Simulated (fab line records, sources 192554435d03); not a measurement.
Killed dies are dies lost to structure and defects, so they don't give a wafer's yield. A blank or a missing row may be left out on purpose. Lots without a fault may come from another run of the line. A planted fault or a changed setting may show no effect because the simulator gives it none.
fab line records | flow n5_finfet | part 2 of 2: steps 21 to 31 of 31
record lots=5 wafers=15 last_day=17
route steps=1938 shown BEOL_M6@1198
lots that met no fault: from a run of the same line without faults
start_h: hours from the record's first day to the start of the lot's first wafer shown | wait_h: hours since the lot's step before | " the same as in the row above | L1.1+2: a row that stands for several wafers | - no value, or no start given | * or withheld: withheld | < > ~ a bound
route shown NAME@n: a module of which the file shows steps, and the number in the route of the first | usual: mean/standard deviation of fault-free wafers | same: alike in all rows | chamber/n: place in a boat | sites: the reading at each site | _std_site: their standard deviation | _edge_site: outer sites' mean less inner sites' | radius_mm: how far each site lies from the wafer's centre | mask NAME#n: copy n | behind: the tool/chamber that last shaped the wafer | hold: why the lot was held/for how many hours/how that ended | device: the transistor (n, p or np) that didn't switch | end of line: the same wafers' tests at the end of the route | a step without rows: its recipe alone | killed: dies lost to structure and defects at the first sort, not the wafer's yield | map: a wafer's dies, x killed, . not, _ none there
set.NAME: the setting as run; set.NAME@STEP: as run at that earlier step | model.NAME: the simulator's own value behind a step, which no gauge read
lots at some steps of the route; a table a step, a row a wafer
services: from which hour (start_h, from the record's first day; less than 0 if before it) a tool's chamber was out of use, for how many hours, and why
## steps
# step N5_BEOL_M6_COAT_63
# recipe resist=SOC temp_c=250 time_s=60 spin_rpm=1500 resist_thk_nm=60
# usual dispense_pressure_kPa=51/5.7 plate_temp_C=249.97/0.18
# same time_s=60
# columns lot.wafer tool chamber start_h wait_h dispense_pressure_kPa plate_temp_C
L075.4 litho_track-03 0 186.53 0.0 52 249.79
L075.5 " 0 " " 52 249.86
L075.6 " 0 " " 52 250.22
L088.2 litho_track-01 0 261.26 2.5 59 249.67
L088.3 " 0 " " 59 250.00
L088.6 " 0 " " 59 249.89
L087.4 litho_track-01 0 263.65 0.0 59 249.62
L087.5 " 0 " " 59 249.64
L087.6 " 0 " " 59 249.61
L089.1 litho_track-01 0 274.51 0.0 59 249.94
L089.3 " 0 " " 59 249.85
L089.4 " 0 " " 59 250.07
L096.2 litho_track-01 0 316.81 0.6 59 250.07
L096.3 " 0 " " 59 250.09
L096.4 " 0 " " 59 250.30
# step N5_BEOL_M6_COAT_64
# recipe resist=SiARC temp_c=220 time_s=60 spin_rpm=1500 resist_thk_nm=12
# usual dispense_pressure_kPa=51/5.7 plate_temp_C=219.98/0.16
# same time_s=60
# columns lot.wafer tool chamber start_h wait_h dispense_pressure_kPa plate_temp_C
L075.4 litho_track-03 0 - - 52 220.10
L075.5 " 0 " " 52 219.86
L075.6 " 0 " " 52 220.08
L088.2 litho_track-01 0 - - 59 220.08
L088.3 " 0 " " 59 219.83
L088.6 " 0 " " 59 219.84
L087.4 litho_track-01 0 - - 59 220.13
L087.5 " 0 " " 59 219.92
L087.6 " 0 " " 59 219.85
L089.1 litho_track-01 0 - - 59 220.19
L089.3 " 0 " " 59 219.93
L089.4 " 0 " " 59 220.48
L096.2 litho_track-01 0 - - 59 219.92
L096.3 " 0 " " 59 220.03
L096.4 " 0 " " 59 220.21
# step N5_BEOL_M6_COAT_71
# recipe resist=underlayer temp_c=205 time_s=60 spin_rpm=1500 resist_thk_nm=5
# usual dispense_pressure_kPa=52/5.7 plate_temp_C=204.99/0.19
# same time_s=60
# columns lot.wafer tool chamber start_h wait_h dispense_pressure_kPa plate_temp_C
L075.4 litho_track-03 0 - - 52 205.06
L075.5 " 0 " " 52 204.75
L075.6 " 0 " " 52 205.02
L088.2 litho_track-01 0 - - 59 205.15
L088.3 " 0 " " 59 205.17
L088.6 " 0 " " 59 205.16
L087.4 litho_track-01 0 - - 59 204.84
L087.5 " 0 " " 59 204.86
L087.6 " 0 " " 59 204.87
L089.1 litho_track-01 0 - - 59 205.05
L089.3 " 0 " " 59 205.07
L089.4 " 0 " " 59 204.89
L096.2 litho_track-01 0 - - 59 205.03
L096.3 " 0 " " 59 205.14
L096.4 " 0 " " 59 205.18
# step N5_BEOL_M6_COAT_22
# recipe resist=CAR-EUV spin_rpm=1500 resist_thk_nm=30
# usual dispense_pressure_kPa=52/5.7
# columns lot.wafer tool chamber start_h wait_h dispense_pressure_kPa
L075.4 litho_track-03 0 - - 52
L075.5 " 0 " " 52
L075.6 " 0 " " 52
L088.2 litho_track-01 0 - - 59
L088.3 " 0 " " 59
L088.6 " 0 " " 59
L087.4 litho_track-01 0 - - 59
L087.5 " 0 " " 59
L087.6 " 0 " " 59
L089.1 litho_track-01 0 - - 59
L089.3 " 0 " " 59
L089.4 " 0 " " 59
L096.2 litho_track-01 0 - - 59
L096.3 " 0 " " 59
L096.4 " 0 " " 59
# step N5_BEOL_M6_EBR_24
# recipe solvent=PGMEA ebr_width_mm=1.5
# columns lot.wafer tool chamber start_h wait_h
L075.4+5+6 litho_track-03 0 - -
L088.2+3+6 litho_track-01 0 - -
L087.4+5+6 litho_track-01 0 - -
L089.1+3+4 litho_track-01 0 - -
L096.2+3+4 litho_track-01 0 - -
# step N5_BEOL_M6_SOFTBAKE_23
# recipe temp_c=110 time_s=60 resist=CAR-EUV
# usual plate_temp_C=109.97/0.13
# same time_s=60
# columns lot.wafer tool chamber start_h wait_h plate_temp_C
L075.4 litho_track-03 0 - - 109.94
L075.5 " 0 " " 109.88
L075.6 " 0 " " 110.03
L088.2 litho_track-01 0 - - 109.89
L088.3 " 0 " " 109.90
L088.6 " 0 " " 110.03
L087.4 litho_track-01 0 - - 110.03
L087.5 " 0 " " 110.08
L087.6 " 0 " " 109.96
L089.1 litho_track-01 0 - - 110.15
L089.3 " 0 " " 110.07
L089.4 " 0 " " 110.11
L096.2 litho_track-01 0 - - 109.93
L096.3 " 0 " " 109.91
L096.4 " 0 " " 109.99
# step N5_BEOL_M6_EXPOSE_25
# recipe mask_id=V5 na=0.33 source_shape=annular sigma_inner=0.4 sigma_outer=0.8 polarization=unpolarized target_cd_nm=40 dose_mj=45
# same sigma_inner=0.4
# columns lot.wafer tool chamber start_h wait_h mask
L075.4+5+6 euv_scanner-02 0 186.69 - V5#0
L088.2+3+6 euv_scanner-01 0 261.40 - V5#0
L087.4+5+6 euv_scanner-01 0 263.94 - V5#0
L089.1+3+4 euv_scanner-01 0 274.65 - V5#0
L096.2+3+4 euv_scanner-01 0 317.12 - V5#0
# step N5_BEOL_M6_PEB_26
# recipe peb_temp_c=100 peb_time_s=60 resist=CAR-EUV
# usual plate_temp_C=100.02/0.15
# columns lot.wafer tool chamber start_h wait_h plate_temp_C
L075.4 litho_track-01 0 186.74 0.0 100.13
L075.5 " 0 " " 100.28
L075.6 " 0 " " 100.22
L088.2 litho_track-04 0 261.47 0.1 100.11
L088.3 " 0 " " 100.03
L088.6 " 0 " " 99.91
L087.4 litho_track-01 0 263.98 0.0 99.95
L087.5 " 0 " " 99.80
L087.6 " 0 " " 99.92
L089.1 litho_track-04 0 274.71 0.1 99.95
L089.3 " 0 " " 99.66
L089.4 " 0 " " 100.08
L096.2 litho_track-04 0 317.18 0.1 99.81
L096.3 " 0 " " 99.62
L096.4 " 0 " " 99.80
# step N5_BEOL_M6_DEVELOP_27
# recipe develop_time_s=30 developer=TMAH resist=CAR-EUV rinse_liquid=surfactant_rinse dry=air_spin dev_temp_c=23
# columns lot.wafer tool chamber start_h wait_h
L075.4+5+6 litho_track-01 0 - -
L088.2+3+6 litho_track-04 0 - -
L087.4+5+6 litho_track-01 0 - -
L089.1+3+4 litho_track-04 0 - -
L096.2+3+4 litho_track-04 0 - -
# step N5_BEOL_M6_CD_MEAS_28
# recipe target_cd_nm=40 landing_energy_ev=500 detector=se_inlens
# usual cd_nm=39.96/0.24
# columns lot.wafer tool chamber start_h wait_h cd_nm
L075.4 cd_sem-01 0 186.81 - 40.45
L075.5 " 0 " " 40.12
L075.6 " 0 " " 39.96
L088.2 cd_sem-01 0 261.53 - 39.65
L088.3 " 0 " " 39.89
L088.6 " 0 " " 39.86
L087.4 cd_sem-01 0 264.05 - 40.41
L087.5 " 0 " " 40.16
L087.6 " 0 " " 40.20
L089.1 cd_sem-01 0 274.78 - 40.21
L089.3 " 0 " " 39.73
L089.4 " 0 " " 39.70
L096.2 cd_sem-03 0 317.25 - 40.01
L096.3 " 0 " " 40.21
L096.4 " 0 " " 39.77
# step N5_BEOL_M6_OVL_MEAS_29
# recipe points_per_wafer=522
# usual V5_OVL=0.1/0.61
# columns lot.wafer tool chamber start_h wait_h V5_OVL[nm]
L075.4 overlay-02 0 186.85 0.0 0.7
L075.5 " 0 " " 0.6
L075.6 " 0 " " -0.4
L088.2 overlay-01 0 261.57 0.0 0.3
L088.3 " 0 " " 0.5
L088.6 " 0 " " 0.6
L087.4 overlay-01 0 264.10 0.0 0.3
L087.5 " 0 " " -0.8
L087.6 " 0 " " -0.5
L089.1 overlay-01 0 274.81 0.0 0.5
L089.3 " 0 " " 0.0
L089.4 " 0 " " -0.8
L096.2 overlay-01 0 317.28 0.0 1.2
L096.3 " 0 " " -0.5
L096.4 " 0 " " -0.4
## services
# columns tool chamber start_h hours kind
arfi_scanner-01 - 163.80 0.8 repair
euv_scanner-01 - 171.36 1.0 pm
rie_diel-06 - 174.34 14.6 pm
euv_scanner-01 - 177.31 8.6 repair
arfi_scanner-01 - 190.56 0.8 pm
euv_scanner-01 - 192.91 0.1 repair
arfi_scanner-01 - 193.64 1.3 pm
rie_diel-02 - 198.01 0.6 repair
rie_diel-02 1 204.08 6.8 repair
rie_diel-02 - 223.96 2.3 repair
euv_scanner-01 - 227.51 1.0 pm
rie_diel-06 2 235.93 8.0 repair
arfi_scanner-01 - 245.42 3.1 pm
arfi_scanner-02 - 246.23 0.8 pm
rie_diel-02 0 246.25 4.4 repair
rie_diel-06 3 253.06 2.6 repair
rie_metal-03 - 259.59 0.7 repair
rie_metal-03 0 260.65 6.9 repair
arfi_scanner-01 - 278.25 1.0 pm
rie_metal-02 0 278.28 5.4 repair
euv_scanner-01 - 283.66 1.0 pm
arfi_scanner-02 - 284.54 1.3 pm
euv_scanner-01 - 286.98 1.5 repair
euv_scanner-01 - 306.46 4.6 pm
